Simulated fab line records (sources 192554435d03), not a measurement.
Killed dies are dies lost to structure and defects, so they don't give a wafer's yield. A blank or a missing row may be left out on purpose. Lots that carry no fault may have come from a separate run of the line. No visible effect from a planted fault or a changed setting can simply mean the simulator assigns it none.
Lot-split experiment :: flow n5-finfet :: 21 wafers read from 7 lots, route of 1938 steps

THE SPLIT
At N5_BEOL_M2_COAT_67 (time 60 s, resist thk 60 nm), the setting spin-rpm was moved away from the recipe's 1500 rpm on 5 of the 21 wafers read, by -8.9% to +4.6%. For the rest of the wafers, this setting stayed at what the recipe calls for.

FROM THE SPLIT TO THE READING: what the file shows between them, 7 steps
- N5_BEOL_M2_COAT_68: time 60 s, resist thk 12 nm
- N5_BEOL_M2_COAT_76: time 60 s, resist thk 5 nm
- N5_BEOL_M2_ALD_98: deposits SiO2, target thk 2.5 nm, pulse time 1 s, co reactant pulse time 1 s
- N5_BEOL_M2_ETCHBACK_99: etches SiO2 in CHF3, target depth 5 nm, time 10.4 s
- N5_BEOL_M2_ETCH_70: etches SOC in N2/H2, target depth 80 nm, overetch 24 nm, time 130 s
- N5_BEOL_M2_STRIP_71: strips in N2/H2
- N5_BEOL_M2_STRIP_78: strips in N2/H2

THE READING
SOC_of_BEOL_M2_COAT_67.thk-nm (the simulator's own value, which no gauge read), in nm, at N5_BEOL_M2_VIA_ETCH_34 (etches the open film in C4F6/O2, target depth 69.4 nm, time 65.9 s). There is no usual value for it anywhere in the file. Across the 16 wafers here that went through the recipe, the average is 51.9 nm and the standard deviation 0.26 nm.

wafer: L076.3
tool, chamber at the split: litho-track-04, 0
spin-rpm as run, rpm: 1500
against the recipe: recipe
SOC_of_BEOL_M2_COAT_67.thk-nm, nm: 52
against lot-mates on the recipe: -

wafer: L076.6
tool, chamber at the split: litho-track-04, 0
spin-rpm as run, rpm: 1500
against the recipe: recipe
SOC_of_BEOL_M2_COAT_67.thk-nm, nm: 52
against lot-mates on the recipe: -

wafer: L076.4
tool, chamber at the split: litho-track-04, 0
spin-rpm as run, rpm: 1500
against the recipe: recipe
SOC_of_BEOL_M2_COAT_67.thk-nm, nm: 52.2
against lot-mates on the recipe: -

wafer: L077.3
tool, chamber at the split: litho-track-04, 0
spin-rpm as run, rpm: 1500
against the recipe: recipe
SOC_of_BEOL_M2_COAT_67.thk-nm, nm: 52.2
against lot-mates on the recipe: -

wafer: L077.5
tool, chamber at the split: litho-track-04, 0
spin-rpm as run, rpm: 1500
against the recipe: recipe
SOC_of_BEOL_M2_COAT_67.thk-nm, nm: 52.2
against lot-mates on the recipe: -

wafer: L077.6
tool, chamber at the split: litho-track-04, 0
spin-rpm as run, rpm: 1500
against the recipe: recipe
SOC_of_BEOL_M2_COAT_67.thk-nm, nm: 51.8
against lot-mates on the recipe: -

wafer: L078.4
tool, chamber at the split: litho-track-02, 0
spin-rpm as run, rpm: 1500
against the recipe: recipe
SOC_of_BEOL_M2_COAT_67.thk-nm, nm: 52.2
against lot-mates on the recipe: -

wafer: L078.5
tool, chamber at the split: litho-track-02, 0
spin-rpm as run, rpm: 1569
against the recipe: +4.6%
SOC_of_BEOL_M2_COAT_67.thk-nm, nm: 50.6
against lot-mates on the recipe: -1.6

wafer: L078.6
tool, chamber at the split: litho-track-02, 0
spin-rpm as run, rpm: 1569
against the recipe: +4.6%
SOC_of_BEOL_M2_COAT_67.thk-nm, nm: 50.8
against lot-mates on the recipe: -1.4

wafer: L082.2
tool, chamber at the split: litho-track-05, 0
spin-rpm as run, rpm: 1500
against the recipe: recipe
SOC_of_BEOL_M2_COAT_67.thk-nm, nm: 51.8
against lot-mates on the recipe: -

wafer: L082.4
tool, chamber at the split: litho-track-05, 0
spin-rpm as run, rpm: 1500
against the recipe: recipe
SOC_of_BEOL_M2_COAT_67.thk-nm, nm: 51.8
against lot-mates on the recipe: -

wafer: L082.6
tool, chamber at the split: litho-track-05, 0
spin-rpm as run, rpm: 1545
against the recipe: +3.0%
SOC_of_BEOL_M2_COAT_67.thk-nm, nm: 51
against lot-mates on the recipe: -0.8

wafer: L083.3
tool, chamber at the split: litho-track-05, 0
spin-rpm as run, rpm: 1500
against the recipe: recipe
SOC_of_BEOL_M2_COAT_67.thk-nm, nm: 51.4
against lot-mates on the recipe: -

wafer: L083.5
tool, chamber at the split: litho-track-05, 0
spin-rpm as run, rpm: 1500
against the recipe: recipe
SOC_of_BEOL_M2_COAT_67.thk-nm, nm: 51.4
against lot-mates on the recipe: -

wafer: L083.6
tool, chamber at the split: litho-track-05, 0
spin-rpm as run, rpm: 1500
against the recipe: recipe
SOC_of_BEOL_M2_COAT_67.thk-nm, nm: 52
against lot-mates on the recipe: -

wafer: L090.3
tool, chamber at the split: litho-track-02, 0
spin-rpm as run, rpm: 1500
against the recipe: recipe
SOC_of_BEOL_M2_COAT_67.thk-nm, nm: 51.8
against lot-mates on the recipe: -

wafer: L090.4
tool, chamber at the split: litho-track-02, 0
spin-rpm as run, rpm: 1500
against the recipe: recipe
SOC_of_BEOL_M2_COAT_67.thk-nm, nm: 51.6
against lot-mates on the recipe: -

wafer: L090.6
tool, chamber at the split: litho-track-02, 0
spin-rpm as run, rpm: 1500
against the recipe: recipe
SOC_of_BEOL_M2_COAT_67.thk-nm, nm: 52
against lot-mates on the recipe: -

wafer: L094.2
tool, chamber at the split: litho-track-04, 0
spin-rpm as run, rpm: 1500
against the recipe: recipe
SOC_of_BEOL_M2_COAT_67.thk-nm, nm: 52.2
against lot-mates on the recipe: -

wafer: L094.3
tool, chamber at the split: litho-track-04, 0
spin-rpm as run, rpm: 1367
against the recipe: -8.9%
SOC_of_BEOL_M2_COAT_67.thk-nm, nm: 54.8
against lot-mates on the recipe: +2.6

wafer: L094.4
tool, chamber at the split: litho-track-04, 0
spin-rpm as run, rpm: 1367
against the recipe: -8.9%
SOC_of_BEOL_M2_COAT_67.thk-nm, nm: 55.2
against lot-mates on the recipe: +3.0

FIT RESULTS
A straight line over all 21 wafers: SOC_of_BEOL_M2_COAT_67.thk-nm changes by -0.328 nm for each +1% of spin-rpm; r = -0.97; the points scatter about the line by 0.27 nm.
The same after taking each lot's own level away (the mean of its wafers on the recipe; 21 wafers): -0.316 nm for each +1%; r = -0.99; scatter 0.17 nm.
On that fit, the largest move of spin-rpm shifts the reading by 2.8 nm.
Across the lots, their own levels run from 51.60 to 52.20 nm, a range of 2.3 times the standard deviation given above.
So the lot-to-lot level changes the slope little: the two slopes agree.
Check: for one of the wafers moved furthest among these (-8.9%), held out of the fit, the line's prediction against its lot-mates is +2.94 nm. It came out at +2.6 nm against them.

THE WHOLE CHAIN: every reading that the file lists as answering this split, in the file's order
step: N5_BEOL_M2_COAT_67
what it does: time 60 s, resist thk 60 nm
reading: SOC_of_BEOL_M2_COAT_67.thk-nm (the simulator's own value, which no gauge read)
change (the file's fit): -0.326 nm for each +1% of the setting
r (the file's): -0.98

step: N5_BEOL_M2_ETCH_70
what it does: etches SOC in N2/H2, target depth 80 nm, overetch 24 nm, time 130 s
reading: etch.depth-nm (the simulator's own value, which no gauge read)
change (the file's fit): -0.322 nm for each +1% of the setting
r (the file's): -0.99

step: N5_BEOL_M2_VIA_ETCH_34
what it does: etches the open film in C4F6/O2, target depth 69.4 nm, time 65.9 s
reading: SOC_of_BEOL_M2_COAT_67.thk-nm (the simulator's own value, which no gauge read)
change (the file's fit): -0.314 nm for each +1% of the setting
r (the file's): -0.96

THE FILE'S OWN FIT
SOC_of_BEOL_M2_COAT_67.thk-nm changes by -0.314 nm for each +1% of spin-rpm, r = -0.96.
